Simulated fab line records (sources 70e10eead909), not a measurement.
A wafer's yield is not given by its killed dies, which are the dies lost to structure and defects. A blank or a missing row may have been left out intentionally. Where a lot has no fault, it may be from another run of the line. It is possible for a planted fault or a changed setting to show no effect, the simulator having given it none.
Matching of chambers    flow nand_harc    NHARC_A_CONTACT_ALD_18 on ald_metal-04: 4 sister chambers
The step deposits TiN, target thk 3 nm, pulse time 1 s, ald cycles 150. 4 wafers are shown with their chamber, then 12 later ones without.

== WAFERS, EACH WITH ITS CHAMBER ==
wafer   chamber  heater_power_w (W)
L083.4  1        1174
L088.1  2        1140
L088.2  3        1225
L088.3  0        1181

== WAFERS WITH NO CHAMBER GIVEN ==
wafer   heater_power_w (W)
L087.3  1152
L087.5  1109
L087.6  1186
L091.2  1143
L091.5  1161
L091.6  1114
L093.3  1129
L093.4  1134
L093.5  1119
L096.3  1087
L096.4  1169
L096.6  1213

== WHICH CHAMBER EACH ONE RAN IN ==
wafer   from the rows above                in truth
L087.3  can't be placed: 2 or 1 or 0       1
L087.5  can't be placed: 2 or 1 or 0       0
L087.6  can't be placed: 0 or 1 or 3 or 2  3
L091.2  can't be placed: 2 or 1 or 0       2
L091.5  can't be placed: 1 or 0 or 2       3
L091.6  can't be placed: 2 or 1 or 0       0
L093.3  can't be placed: 2 or 1 or 0       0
L093.4  can't be placed: 2 or 1 or 0       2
L093.5  can't be placed: 2 or 1 or 0       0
L096.3  can't be placed: 2 or 1 or 0       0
L096.4  can't be placed: 1 or 0 or 2       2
L096.6  can't be placed: 3 or 0 or 1       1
Placed correctly: 0 of 12. Unplaceable from these rows: 12, with the true chamber sitting among the candidates in 11. Placed wrongly: 0.
How it was worked out, from the rows above alone: a wafer's distance from a chamber is the root of the sum, over the readings, of the square of ((its reading less the chamber's mean) divided by the reading's scatter). If the next closest chamber is less than 2 further off than the closest, the wafer can't be placed; otherwise it belongs to the closest. For every chamber, the mean is computed from those of its wafers that are shown. The scatter: root of mean squared gap, hidden wafer to nearest shown wafer, with one shown wafer a chamber.
